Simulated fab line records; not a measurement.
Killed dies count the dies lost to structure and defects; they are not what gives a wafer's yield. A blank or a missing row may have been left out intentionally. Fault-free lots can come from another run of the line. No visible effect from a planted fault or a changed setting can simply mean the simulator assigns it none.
Matching of chambers || flow nand_harc || 4 sister chambers for NHARC_P_ZERO_WELL_DESCUM_39 on rie_diel-01
The step chemistry O2, time 3 s. 4 wafers are shown with their chamber, then 10 later ones without.

## WAFERS, EACH WITH ITS CHAMBER
{"wafer": "L079.1", "chamber": 3, "showerhead_plenum_p_Torr (Torr)": 1.98}
{"wafer": "L080.6", "chamber": 2, "showerhead_plenum_p_Torr (Torr)": 1.96}
{"wafer": "L083.1", "chamber": 0, "showerhead_plenum_p_Torr (Torr)": 1.98}
{"wafer": "L083.5", "chamber": 1, "showerhead_plenum_p_Torr (Torr)": 2.07}

## WAFERS WHOSE CHAMBER IS MISSING
{"wafer": "L083.6", "showerhead_plenum_p_Torr (Torr)": 1.96}
{"wafer": "L089.3", "showerhead_plenum_p_Torr (Torr)": 1.97}
{"wafer": "L089.5", "showerhead_plenum_p_Torr (Torr)": 1.95}
{"wafer": "L089.6", "showerhead_plenum_p_Torr (Torr)": 2.06}
{"wafer": "L095.1", "showerhead_plenum_p_Torr (Torr)": 1.96}
{"wafer": "L095.2", "showerhead_plenum_p_Torr (Torr)": 2.06}
{"wafer": "L095.5", "showerhead_plenum_p_Torr (Torr)": 1.95}
{"wafer": "L097.1", "showerhead_plenum_p_Torr (Torr)": 2.05}
{"wafer": "L097.2", "showerhead_plenum_p_Torr (Torr)": 1.96}
{"wafer": "L097.4", "showerhead_plenum_p_Torr (Torr)": 1.95}

## WHICH CHAMBER EACH ONE RAN IN
{"wafer": "L083.6", "from the rows above": 2, "in truth": 2}
{"wafer": "L089.3", "from the rows above": "can't be placed: 0 or 2 or 3", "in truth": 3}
{"wafer": "L089.5", "from the rows above": 2, "in truth": 2}
{"wafer": "L089.6", "from the rows above": 1, "in truth": 1}
{"wafer": "L095.1", "from the rows above": 2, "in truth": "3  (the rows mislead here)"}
{"wafer": "L095.2", "from the rows above": 1, "in truth": 1}
{"wafer": "L095.5", "from the rows above": 2, "in truth": 2}
{"wafer": "L097.1", "from the rows above": 1, "in truth": 1}
{"wafer": "L097.2", "from the rows above": 2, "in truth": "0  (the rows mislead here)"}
{"wafer": "L097.4", "from the rows above": 2, "in truth": 2}
7 of 10 placed correctly. Cannot be placed on the basis of these rows: 1; the candidates contain the true chamber in 1. Wrongly placed: 2.
How it was worked out, from the rows above alone: a wafer's distance from a chamber is the root of the sum, over the readings, of the square of ((its reading less the chamber's mean) divided by the reading's scatter). The wafer belongs to the nearest chamber; if the next one is less than 2 further off, it can't be placed. Each chamber's mean is taken over the wafers shown for it. The scatter (one wafer shown for each chamber): square how far every hidden wafer sits from the nearest shown wafer, average those squares and take the square root.
